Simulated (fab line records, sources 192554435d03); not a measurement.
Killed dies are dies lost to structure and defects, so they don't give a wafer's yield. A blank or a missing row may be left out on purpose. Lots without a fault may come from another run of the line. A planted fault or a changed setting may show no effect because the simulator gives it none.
Tool commonality check | flow n5_finfet | 10 lots, 30 wafers sampled

WHY IT WAS OPENED
At N5_WELL_APT_INSPECT_38 the reading raw_defect_count is flagged on 2 of 10 lots. Wafers without a fault read 12, standard deviation 4.7.
Rule: a lot is flagged when every wafer of it that has a number lies more than 4 standard deviations from that mean, or none has a number. The other lots count as sound.

lot  | measured    | on                | raw_defect_count, wafer by wafer | flag
L861 | day 2 05:23 | defect_inspect-02 | 19 15 15                         |
L863 | day 2 16:45 | defect_inspect-02 | 26 17 11                         |
L864 | day 2 23:52 | defect_inspect-02 | 22 13 10                         |
L865 | day 3 05:26 | defect_inspect-02 | 6 6 13                           |
L870 | day 4 12:39 | defect_inspect-01 | 12 12 15                         |
L876 | day 5 22:59 | defect_inspect-02 | 4894 4895 4854                   | FLAGGED
L877 | day 6 04:54 | defect_inspect-01 | 4838 4878 4777                   | FLAGGED
L880 | day 6 23:01 | defect_inspect-02 | 16 11 20                         |
L881 | day 7 05:10 | defect_inspect-01 | 11 14 9                          |
L882 | day 7 12:05 | defect_inspect-02 | 15 9 6                           |
The numbers of the flagged lots are 4856 on average: +4844 against the usual, or +99 or more standard deviations.

WHICH TOOL RAN EACH LOT
The record holds 3 process steps before the reading, out of a route of 1938 steps. In each cell: the tool, then ch and the chambers that the sampled wafers went through, then the start.
lot  | flag    | N5_ZERO_LAYER_ETCH_18           | N5_WELL_APT_DESCUM_30             | N5_WELL_APT_STRIP_33
L861 |         | rie_si-02 ch 0,3, day 2 01:01   | rie_diel-05 ch 2,3, day 2 03:11   | wet_bench-02 ch 3,4,5, day 2 03:40
L863 |         | rie_si-04 ch 1,2,3, day 2 12:49 | rie_diel-01 ch 2,3, day 2 15:07   | wet_bench-01 ch 0,4,5, day 2 15:35
L864 |         | rie_si-01 ch 0,1,2, day 2 18:47 | rie_diel-01 ch 0,1,3, day 2 21:24 | wet_bench-02 ch 2,3,7, day 2 21:53
L865 |         | rie_si-01 ch 1,2,3, day 3 00:56 | rie_diel-05 ch 1,2,3, day 3 03:19 | wet_bench-02 ch 0,2,3, day 3 03:49
L870 |         | rie_si-01 ch 0,2, day 4 07:04   | rie_diel-03 ch 0,3, day 4 09:12   | wet_bench-01 ch 0,1,4, day 4 09:41
L876 | FLAGGED | rie_si-04 ch 1,2,3, day 5 19:02 | rie_diel-01 ch 1,2,3, day 5 21:09 | wet_bench-03 ch 1,2,5, day 5 21:38
L877 | FLAGGED | rie_si-01 ch 0,2,3, day 6 00:47 | rie_diel-05 ch 2,3, day 6 02:48   | wet_bench-02 ch 0,6,7, day 6 03:17
L880 |         | rie_si-02 ch 1,2,3, day 6 18:48 | rie_diel-01 ch 1,2,3, day 6 21:22 | wet_bench-02 ch 3,5,7, day 6 21:52
L881 |         | rie_si-04 ch 0,2,3, day 7 00:55 | rie_diel-05 ch 0,3, day 7 03:20   | wet_bench-03 ch 0,4,5, day 7 03:49
L882 |         | rie_si-01 ch 2,3, day 7 07:22   | rie_diel-01 ch 0,2,3, day 7 10:01 | wet_bench-01 ch 1,2,4, day 7 10:30
What these steps do:
- N5_ZERO_LAYER_ETCH_18: etches Si in HBr/Cl2, target depth 120 nm, time 40 s.
- N5_WELL_APT_DESCUM_30: chemistry O2, time 7.9 s.
- N5_WELL_APT_STRIP_33: strips in SPM, time 900 s.
- N5_WELL_APT_INSPECT_38: inspects for defects (darkfield).

FLAGGED OVER TOTAL, TOOL BY TOOL (the gauges that took the reading come last)
step                   | tool              | lots run | flagged | share of the flagged lots | sound lots run after its first flagged lot
N5_ZERO_LAYER_ETCH_18  | rie_si-01         | 5        | 1       | some                      | 1 (L882)
N5_ZERO_LAYER_ETCH_18  | rie_si-02         | 2        | 0       | none                      | -
N5_ZERO_LAYER_ETCH_18  | rie_si-04         | 3        | 1       | some                      | 1 (L881)
N5_WELL_APT_DESCUM_30  | rie_diel-01       | 5        | 1       | some                      | 2 (L880,L882)
N5_WELL_APT_DESCUM_30  | rie_diel-03       | 1        | 0       | none                      | -
N5_WELL_APT_DESCUM_30  | rie_diel-05       | 4        | 1       | some                      | 1 (L881)
N5_WELL_APT_STRIP_33   | wet_bench-01      | 3        | 0       | none                      | -
N5_WELL_APT_STRIP_33   | wet_bench-02      | 5        | 1       | some                      | 1 (L880)
N5_WELL_APT_STRIP_33   | wet_bench-03      | 2        | 1       | some                      | 1 (L881)
N5_WELL_APT_INSPECT_38 | defect_inspect-01 | 3        | 1       | some                      | 1 (L881)
N5_WELL_APT_INSPECT_38 | defect_inspect-02 | 7        | 1       | some                      | 2 (L880,L882)

WHAT THE TABLE ALLOWS
No row of the table ran every flagged lot.

WHAT THE SIMULATOR HAD PUT IN
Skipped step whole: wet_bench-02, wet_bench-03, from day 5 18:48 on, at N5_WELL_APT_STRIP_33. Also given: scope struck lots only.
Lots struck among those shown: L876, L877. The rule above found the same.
